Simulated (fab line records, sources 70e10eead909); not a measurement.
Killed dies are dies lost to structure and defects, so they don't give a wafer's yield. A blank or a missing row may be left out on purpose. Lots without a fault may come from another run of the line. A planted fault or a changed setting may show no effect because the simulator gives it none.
fab line records | flow nand_harc
record lots=6 wafers=18 last_day=33
route steps=1302 shown A_CONTACT@1032 END@1302
lots that met no fault: from a run of the same line without faults
start_h: hours from the record's first day to the start of the lot's first wafer shown | wait_h: hours since the lot's step before | " the same as in the row above | L1.1+2: a row that stands for several wafers | - no value, or no start given | * or withheld: withheld | < > ~ a bound
route shown NAME@n: a module of which the file shows steps, and the number in the route of the first | usual: mean/standard deviation of fault-free wafers | same: alike in all rows | chamber/n: place in a boat | sites: the reading at each site | _std_site: their standard deviation | _edge_site: outer sites' mean less inner sites' | radius_mm: how far each site lies from the wafer's centre | mask NAME#n: copy n | behind: the tool/chamber that last shaped the wafer | hold: why the lot was held/for how many hours/how that ended | device: the transistor (n, p or np) that didn't switch | end of line: the same wafers' tests at the end of the route | a step without rows: its recipe alone | killed: dies lost to structure and defects at the first sort, not the wafer's yield | map: a wafer's dies, x killed, . not, _ none there
set.NAME: the setting as run; set.NAME@STEP: as run at that earlier step | model.NAME: the simulator's own value behind a step, which no gauge read
lots at some steps of the route; a table a step, a row a wafer
services: from which hour (start_h, from the record's first day; less than 0 if before it) a tool's chamber was out of use, for how many hours, and why
## steps
# step NHARC_A_CONTACT_COAT_62
# recipe temp_c=225 time_s=65
# step NHARC_A_CONTACT_COAT_63
# recipe spin_rpm=1500 resist_thk_nm=90
# step NHARC_A_CONTACT_SOFTBAKE_64
# recipe temp_c=105 time_s=55
# step NHARC_A_CONTACT_EBR_65
# step NHARC_A_CONTACT_EXPOSE_66
# recipe na=1.35 sigma_outer=0.8 dose_mj=59.02 mask_id=A_CC_2
# step NHARC_A_CONTACT_PEB_67
# recipe peb_temp_c=100 peb_time_s=65
# step NHARC_A_CONTACT_DEVELOP_68
# recipe develop_time_s=35 dev_temp_c=23
# step NHARC_A_CONTACT_CD_MEAS_69
# recipe target_cd_nm=300 landing_energy_ev=500
# usual cd_nm=299.8/0.48
# columns lot.wafer tool chamber start_h wait_h cd_nm
L755.2 cd_sem-01 0 529.70 - 300.2
L755.3 " 0 " " 299.9
L755.6 " 0 " " 299.6
L761.1 cd_sem-02 0 578.48 - 299.0
L761.3 " 0 " " 299.5
L761.5 " 0 " " 298.6
L766.1 cd_sem-02 0 607.94 - 298.7
L766.4 " 0 " " 299.6
L766.5 " 0 " " 300.1
L764.1 cd_sem-01 0 611.76 - 300.4
L764.3 " 0 " " 300.1
L764.6 " 0 " " 300.0
L763.2 cd_sem-02 0 616.82 - 300.5
L763.4 " 0 " " 299.6
L763.6 " 0 " " 300.3
L776.1 cd_sem-03 0 731.69 - 300.3
L776.3 " 0 " " 299.0
L776.6 " 0 " " 299.8
# step NHARC_A_CONTACT_OVL_MEAS_70
# usual overlay_x_nm=-0.1/0.92 overlay_y_nm=-0.3/0.98
# columns lot.wafer tool chamber start_h wait_h overlay_x_nm overlay_y_nm
L755.2 overlay-01 - 529.78 - -0.1 -1.0
L755.3 " - " " 0.1 -0.9
L755.6 " - " " 0.1 -0.8
L761.1 overlay-01 - 578.56 - -1.0 0.2
L761.3 " - " " -0.8 -0.5
L761.5 " - " " -0.8 -0.2
L766.1 overlay-01 - 608.03 - -1.1 -0.8
L766.4 " - " " 0.1 -1.0
L766.5 " - " " -0.5 -0.4
L764.1 overlay-01 - 611.85 - -1.0 -0.9
L764.3 " - " " -0.4 -0.2
L764.6 " - " " -0.8 -0.1
L763.2 overlay-02 - 616.90 - 0.6 -1.3
L763.4 " - " " 0.9 -1.2
L763.6 " - " " 0.7 -1.2
L776.1 overlay-02 - 731.78 - 1.1 0.4
L776.3 " - " " 1.3 0.7
L776.6 " - " " 1.1 1.4
# step NHARC_A_CONTACT_INSPECT_71
# usual raw_defect_count=82/35
# columns lot.wafer tool chamber start_h wait_h raw_defect_count
L755.2 defect_inspect-01 - 529.82 0.0 58
L755.3 " - " " 72
L755.6 " - " " 67
L761.1 defect_inspect-01 - 578.60 0.0 72
L761.3 " - " " 72
L761.5 " - " " 79
L766.1 defect_inspect-02 - 608.06 0.0 81
L766.4 " - " " 77
L766.5 " - " " 63
L764.1 defect_inspect-02 - 611.89 0.0 46
L764.3 " - " " 64
L764.6 " - " " 60
L763.2 defect_inspect-02 - 616.94 0.0 90
L763.4 " - " " 80
L763.6 " - " " 80
L776.1 defect_inspect-01 - 731.82 0.0 86
L776.3 " - " " 97
L776.6 " - " " 91
# step NHARC_A_CONTACT_DESCUM_74
# recipe time_s=3 o2_flow_sccm=200 ar_flow_sccm=0 bias_power_w=0 chemistry=O2
# usual drypump_motor_current_A=5.69/0.28 oes_product_au=1.001/0.0087 rf_vpp_V=57.7/0.89 showerhead_plenum_p_Torr=1.91/0.083 throttle_valve_pct=11.310/0.01
# columns lot.wafer tool chamber start_h wait_h drypump_motor_current_A oes_product_au rf_hours_counter_h rf_vpp_V showerhead_plenum_p_Torr throttle_valve_pct
L755.2 rie_diel-12 2 529.94 0.1 5.90 0.989 17 56.9 1.98 11.326
L755.3 " 3 " " 5.82 0.988 15 56.9 1.86 11.301
L755.6 " 3 " " 5.83 0.994 - 57.6 1.86 11.310
L761.3 rie_diel-12 0 578.67 0.1 5.34 1.002 21 56.8 1.78 11.309
L761.1 " 2 " " 5.89 1.003 25 56.7 1.98 11.302
L761.5 " 3 " " 5.84 0.987 - 57.1 1.85 11.322
L766.4 rie_diel-12 2 608.12 0.1 5.88 0.988 30 56.8 1.98 11.307
L766.1 " 0 " " 5.40 1.014 24 56.5 1.78 11.301
L766.5 " 3 " " 5.84 0.995 - 56.2 1.85 11.318
L764.1 rie_diel-13 2 611.95 0.1 5.77 1.003 29 56.9 1.82 11.307
L764.3 " 3 " " 5.92 1.006 34 57.5 1.90 11.306
L764.6 " 2 " " 5.77 1.008 - 58.7 1.82 11.307
L763.2 rie_diel-12 2 617.00 0.1 5.87 0.998 31 58.2 1.98 11.303
L763.4 " 1 " " 5.32 0.997 32 58.1 1.99 11.295
L763.6 " 2 " " 5.88 0.997 - 57.6 1.98 11.321
L776.1 rie_diel-02 2 731.88 0.1 5.60 1.009 50 60.4 2.04 11.291
L776.3 " 0 " " 6.27 1.000 49 58.0 1.78 11.310
L776.6 " 2 " " 5.60 1.009 - 57.3 2.04 11.305
# step NHARC_A_CONTACT_ETCH_75
# recipe target_depth_a=390 over_etch_frac=0.3 time_s=65 ion_energy_ev=80 cf4_flow_sccm=150 ar_flow_sccm=0 rf_w=300 bias_w=100 chemistry=CF4
# usual bias_w=100.02/0.3 drypump_motor_current_A=5.70/0.28 oes_product_au=1.001/0.01 rf_vpp_V=151.3/1.1 run_length_s=86.3/0.5 showerhead_plenum_p_Torr=1.77/0.071 throttle_valve_pct=13.284/0.0094
# columns lot.wafer tool chamber start_h wait_h bias_w drypump_motor_current_A oes_product_au rf_hours_counter_h rf_vpp_V run_length_s showerhead_plenum_p_Torr throttle_valve_pct
L755.2 rie_diel-12 2 530.05 0.1 99.76 5.88 1.009 17 152.5 86.9 1.83 13.266
L755.3 " 3 " " 100.14 5.84 0.999 15 152.5 86.9 1.72 13.297
L755.6 " 1 " " 99.43 5.35 1.018 - 151.3 86.1 1.84 13.282
L761.3 rie_diel-12 2 578.75 0.1 100.19 5.88 0.989 25 152.2 86.4 1.83 13.279
L761.1 " 3 " " 99.84 5.83 0.982 25 151.4 86.4 1.72 13.293
L761.5 " 3 " " 99.76 5.81 0.988 - 151.0 86.6 1.72 13.274
L766.1 rie_diel-12 0 608.21 0.1 99.79 5.36 1.008 24 149.5 85.3 1.65 13.275
L766.4 " 3 " " 99.89 5.83 0.986 29 151.0 86.3 1.72 13.283
L766.5 " 1 " " 99.90 5.36 1.010 - 151.7 86.4 1.84 13.271
L764.1 rie_diel-13 3 612.04 0.1 100.05 5.93 1.019 35 151.9 86.8 1.76 13.270
L764.3 " 0 " " 100.02 5.86 1.012 31 151.4 87.0 1.80 13.269
L764.6 " 2 " " 100.22 5.78 1.007 - 150.5 86.0 1.69 13.297
L763.2 rie_diel-12 0 617.09 0.1 100.20 5.47 1.012 26 150.4 85.6 1.65 13.291
L763.4 " 1 " " 100.30 5.33 1.001 32 150.8 86.5 1.83 13.289
L763.6 " 3 " " 100.36 5.83 0.982 - 149.9 86.8 1.72 13.283
L776.3 rie_diel-02 2 731.97 0.1 100.12 5.64 1.010 50 152.6 86.5 1.88 13.285
L776.1 " 3 " " 100.66 5.70 1.004 51 150.7 86.5 1.75 13.286
L776.6 " 2 " " 100.14 5.63 1.004 - 151.7 86.6 1.88 13.297
# step NHARC_A_CONTACT_ETCH_76
# recipe target_depth_a=2600 over_etch_frac=0.3 time_s=475.3 ion_energy_ev=200 n2_flow_sccm=150 h2_flow_sccm=150 ar_flow_sccm=0 rf_w=400 bias_w=150 chemistry=N2/H2
# usual bias_w=150.0/0.42 drypump_motor_current_A=5.69/0.28 h2_flow_sccm=149.9/0.42 oes_product_au=1.002/0.0095 rf_vpp_V=430.4/2.7 run_length_s=496.6/0.5 showerhead_plenum_p_Torr=2.04/0.092 throttle_valve_pct=14.171/0.0089
# columns lot.wafer tool chamber start_h wait_h bias_w drypump_motor_current_A h2_flow_sccm oes_product_au rf_hours_counter_h rf_vpp_V run_length_s showerhead_plenum_p_Torr throttle_valve_pct
L755.2 rie_diel-12 2 530.15 - 149.9 5.90 150.0 1.004 17 431.4 497.0 2.12 14.185
L755.3 " 1 " " 149.9 5.34 150.4 1.000 17 432.8 496.5 2.13 14.166
L755.6 " 3 " " 150.3 5.87 150.0 0.996 - 427.7 496.6 1.98 14.183
L761.3 rie_diel-12 0 578.84 - 149.5 5.38 149.9 1.003 21 427.7 496.2 1.89 14.181
L761.1 " 2 " " 149.4 5.88 150.4 0.993 25 433.3 496.7 2.11 14.173
L761.5 " 1 " " 149.7 5.35 150.0 1.003 - 431.0 496.8 2.13 14.167
L766.4 rie_diel-12 0 608.30 - - 5.37 149.9 1.026 24 426.3 351.2 1.89 14.175
L766.1 " 3 " " 149.9 5.86 150.2 0.993 29 427.7 496.7 1.97 14.172
L766.5 " 1 " " 150.5 5.36 149.0 1.012 - 433.0 496.7 2.12 14.192
L764.1 rie_diel-13 1 612.12 - 150.1 5.93 150.0 1.010 25 432.5 496.4 2.08 14.185
L764.3 " 0 " " 150.1 5.88 150.0 1.006 31 432.1 497.0 2.08 14.156
L764.6 " 2 " " 150.3 5.78 150.1 1.011 - 427.6 496.5 1.94 14.161
L763.2 rie_diel-12 3 617.18 - 149.5 5.85 149.4 0.991 30 428.2 497.3 1.97 14.163
L763.4 " 0 " " - 5.41 150.1 1.017 26 426.4 351.1 1.89 14.173
L763.6 " 0 " " - 5.41 149.6 1.008 - 427.2 351.1 1.89 14.161
L776.3 rie_diel-02 2 732.05 - 150.3 5.64 150.4 1.005 50 434.7 496.5 2.18 14.158
L776.1 " 1 " " 150.7 5.11 150.1 0.990 50 431.2 495.8 2.09 14.166
L776.6 " 2 " " 149.1 5.63 149.9 0.999 - 434.2 496.6 2.18 14.189
# step NHARC_A_CONTACT_ETCH_77
# recipe target_depth_a=1089 time_s=54.5 cf4_flow_sccm=100 chf3_flow_sccm=30 ar_flow_sccm=0 rf_w=500 bias_w=200 chemistry=CF4/CHF3
# usual bias_w=200.0/0.64 drypump_motor_current_A=5.70/0.29 oes_product_au=0.936/0.021 rf_vpp_V=370.4/2.4 run_length_s=75.8/0.46 showerhead_plenum_p_Torr=1.57/0.065 throttle_valve_pct=16.802/0.0088
# columns lot.wafer tool chamber start_h wait_h bias_w drypump_motor_current_A oes_product_au rf_hours_counter_h rf_vpp_V run_length_s showerhead_plenum_p_Torr throttle_valve_pct
L755.3 rie_diel-12 2 - - 198.9 5.88 0.921 17 372.2 75.9 1.63 16.796
L755.2 " 1 " " 200.7 5.34 0.937 17 371.3 75.5 1.64 16.815
L755.6 " 2 " " 200.1 5.86 0.925 - 371.1 75.9 1.63 16.799
L761.3 rie_diel-12 1 - - 199.6 5.38 0.923 26 371.5 76.0 1.64 16.816
L761.1 " 3 " " 199.8 5.82 0.916 25 367.7 75.9 1.53 16.798
L761.5 " 0 " " 200.8 5.33 0.924 - 367.3 75.5 1.47 16.811
L766.1 rie_diel-12 0 - - 199.8 5.38 0.936 25 366.8 74.9 1.47 16.816
L766.4 " 1 " " 200.1 5.33 0.929 31 372.4 75.4 1.63 16.803
L766.5 " 3 " " 199.1 5.85 0.912 - 370.9 75.9 1.53 16.804
L764.1 rie_diel-13 1 - - 200.4 5.91 0.987 26 372.3 75.2 1.60 16.807
L764.3 " 2 " " 198.0 5.75 0.963 29 368.0 75.8 1.50 16.828
L764.6 " 0 " " 199.0 5.86 0.977 - 371.0 75.9 1.60 16.797
L763.2 rie_diel-12 3 - - 199.6 5.83 0.948 30 369.3 75.8 1.53 16.805
L763.4 " 2 " " 199.2 5.88 0.961 31 371.0 76.0 1.63 16.811
L763.6 " 3 " " 200.4 5.84 0.952 - 368.9 76.0 1.53 16.801
L776.3 rie_diel-02 2 - - 200.3 5.62 0.939 50 373.3 75.7 1.67 16.804
L776.1 " 3 " " 199.9 5.70 0.924 51 369.0 76.1 1.56 16.808
L776.6 " 0 " " 200.1 6.26 0.927 - 368.0 76.6 1.47 16.800
# step NHARC_END_SORT_01
# recipe temp_c=25
# usual killed_at_array=58/18 killed_at_other=1.0/1.5 killed_at_periphery=4/3.1 killed_dies=64/18 killed_open=3.4/1.9 killed_short=2.7/1.7
# same gross_dies=677
# columns lot.wafer tool chamber start_h wait_h killed_at_array killed_at_other killed_at_periphery killed_dies killed_open killed_short
L766.4 prober-02 0 672.96 3.4 669 1 0 670 1 1
L763.2 prober-02 0 679.18 2.8 54 0 5 59 4 2
L763.4 prober-02 0 680.81 3.4 670 1 4 675 1 1
L763.6 prober-02 0 682.44 4.1 677 0 0 677 1 2
# killed by level:class
L766.4 A_CONTACT:area_etch=624 A_SLIT:chamber_film_flake=22 A_CHANNEL_HOLE_D2:chamber_film_flake=10 A_CHANNEL_HOLE_D1:chamber_film_flake=4 A_STAIRCASE:chamber_film_flake=3 A_CONTACT:chamber_film_flake=2 A_SGD_CUT:geometric_particle:short=1 A_CONTACT:geometric_particle:open=1
L763.2 A_SLIT:chamber_film_flake=29 A_CHANNEL_HOLE_D2:chamber_film_flake=8 A_CHANNEL_FILL_D1:chamber_film_flake=4 A_CHANNEL_HOLE_D1:chamber_film_flake=3 A_STAIRCASE:chamber_film_flake=3 P_CONTACT:geometric_particle:open=2 A_CONTACT:chamber_film_flake=2 P_CONTACT:geometric_particle:short=1
L763.4 A_CONTACT:area_etch=618 A_SLIT:chamber_film_flake=25 A_CHANNEL_HOLE_D2:chamber_film_flake=15 A_CHANNEL_HOLE_D1:chamber_film_flake=5 A_STAIRCASE:chamber_film_flake=4 A_CONTACT:chamber_film_flake=3 P_M0:geometric_particle:open=1 P_ZERO_WELL:chamber_film_flake=1
L763.6 A_CONTACT:area_etch=626 A_SLIT:chamber_film_flake=29 A_CHANNEL_HOLE_D2:chamber_film_flake=12 A_CHANNEL_HOLE_D1:chamber_film_flake=2 A_CHANNEL_FILL_D2:chamber_film_flake=2 A_ONON_D1:geometric_particle:short=1 A_CHANNEL_FILL_D2:geometric_particle:short=1 A_CONTACT:geometric_particle:open=1
# map L763.6 (x killed, . not)
____________x____________
_________xxxxxxx_________
_______xxxxxxxxxxx_______
______xxxxxxxxxxxxx______
_____xxxxxxxxxxxxxxx_____
____xxxxxxxxxxxxxxxxx____
____xxxxxxxxxxxxxxxxx____
___xxxxxxxxxxxxxxxxxxx___
___xxxxxxxxxxxxxxxxxxx___
__xxxxxxxxxxxxxxxxxxxxx__
__xxxxxxxxxxxxxxxxxxxxx__
_xxxxxxxxxxxxxxxxxxxxxxx_
_xxxxxxxxxxxxxxxxxxxxxxx_
_xxxxxxxxxxxxxxxxxxxxxxx_
_xxxxxxxxxxxxxxxxxxxxxxx_
_xxxxxxxxxxxxxxxxxxxxxxx_
xxxxxxxxxxxxxxxxxxxxxxxxx
xxxxxxxxxxxxxxxxxxxxxxxxx
xxxxxxxxxxxxxxxxxxxxxxxxx
xxxxxxxxxxxxxxxxxxxxxxxxx
xxxxxxxxxxxxxxxxxxxxxxxxx
_xxxxxxxxxxxxxxxxxxxxxxx_
_xxxxxxxxxxxxxxxxxxxxxxx_
_xxxxxxxxxxxxxxxxxxxxxxx_
_xxxxxxxxxxxxxxxxxxxxxxx_
_xxxxxxxxxxxxxxxxxxxxxxx_
__xxxxxxxxxxxxxxxxxxxxx__
__xxxxxxxxxxxxxxxxxxxxx__
___xxxxxxxxxxxxxxxxxxx___
___xxxxxxxxxxxxxxxxxxx___
____xxxxxxxxxxxxxxxxx____
____xxxxxxxxxxxxxxxxx____
_____xxxxxxxxxxxxxxx_____
______xxxxxxxxxxxxx______
_______xxxxxxxxxxx_______
_________xxxxxxx_________
____________x____________
# map L766.4 (x killed, . not)
____________x____________
_________xxxxxxx_________
_______xxxxxxxxxxx_______
______xxxxxxxxxxxxx______
_____xxxxxxxxxxxxxxx_____
____xxxxxxxxxxxxxxxxx____
____xxxxxxxxxxxxxxxxx____
___xxxxxxxxxxxxxxxxxxx___
___xxxxxxxxxxxxxxxxxxx___
__xxxxxxxxxxxxxxxxxxxxx__
__xxxxxxxxxxxxxxxxxxxxx__
_xxxxxxxxxxxxxxxxxxxxxxx_
_xxxxxxxxxxxxxxxxxxxxxxx_
_xxxxxxxx.xxx.xxxxxxxxxx_
_xxxxxxxxxxxxxxxxxxxxxxx_
_xxxxxxxxxxxxxxxxxxxxxxx_
xxxxxxxxxxxxxxxxxxxxxxxxx
xxxxxxxxxxxxxxxxxxxxxxxxx
xxxxxxxxxxxxxx.xxxxxxxxxx
xxxxxxxxxx.xx.xxxxxxxxxxx
xxxxxxxxxxxxxxxxxxxxxxxxx
_xxxxxxx.xxxx.xxxxxxxxxx_
_xxxxxxxxxxxxxxxxxxxxxxx_
_xxxxxxxxxxxxxxxxxxxxxxx_
_xxxxxxxxxxxxxxxxxxxxxxx_
_xxxxxxxxxxxxxxxxxxxxxxx_
__xxxxxxxxxxxxxxxxxxxxx__
__xxxxxxxxxxxxxxxxxxxxx__
___xxxxxxxxxxxxxxxxxxx___
___xxxxxxxxxxxxxxxxxxx___
____xxxxxxxxxxxxxxxxx____
____xxxxxxxxxxxxxxxxx____
_____xxxxxxxxxxxxxxx_____
______xxxxxxxxxxxxx______
_______xxxxxxxxxxx_______
_________xxxxxxx_________
____________x____________
## services
# columns tool chamber start_h hours kind
rie_diel-13 - 519.58 9.0 pm
rie_diel-12 0 527.98 - clean
rie_diel-12 1 527.98 - clean
rie_diel-12 2 527.98 - clean
rie_diel-12 3 527.98 - clean
rie_diel-02 3 538.62 6.4 repair
rie_diel-12 0 552.56 - clean
rie_diel-12 1 552.56 - clean
rie_diel-12 2 552.56 - clean
rie_diel-12 3 552.56 - clean
rie_diel-13 - 556.80 1.1 repair
rie_diel-02 - 571.06 9.0 pm
rie_diel-12 2 574.55 3.9 repair
rie_diel-12 0 577.06 - clean
rie_diel-12 1 577.06 - clean
rie_diel-12 3 577.06 - clean
rie_diel-12 0 601.56 - clean
rie_diel-12 - 622.48 9.0 pm
rie_diel-13 0 653.55 4.0 repair
rie_diel-02 - 663.47 0.3 repair
rie_diel-12 - 669.03 5.1 repair
rie_diel-13 2 687.26 5.3 repair
rie_diel-13 - 696.58 9.0 pm
rie_diel-12 2 710.59 2.6 repair
## key
first_sign step=NHARC_A_CONTACT_ETCH_76 reading=run_length_s direction=down sigmas=99+ usual=* struck=*
effect step=NHARC_END_SORT_01 reading=killed_at_array direction=up sigmas=35 usual=58 struck=672
more_kills_born_at NHARC_A_CONTACT_ETCH_76@rie_diel-12=1868
met_at NHARC_A_CONTACT_ETCH_76
struck_wafers L763.4,L763.6,L766.4
later_rows_left_out L763.4,L763.6,L766.4
tester_left_out L763,L766
onset_between 578.84 608.30
fault kind=process_parameter_drift tool=rie_diel-12 chamber=0 onset_h=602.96 steps=NHARC_A_CONTACT_ETCH_76 channel=time_s offset=* shape=step end_h=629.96 acts_in=* stated=*
# tester_left_out: of these lots the tester's yield and bins aren't shown, on N5 and GAA mostly nor the transistor test; their killed dies are dies lost to structure and defects alone, not to doping, threshold or leakage, so they don't give the yield
# later_rows_left_out: the simulator's readings of these wafers behind a module that went badly wrong aren't trusted and aren't shown, but for the sort
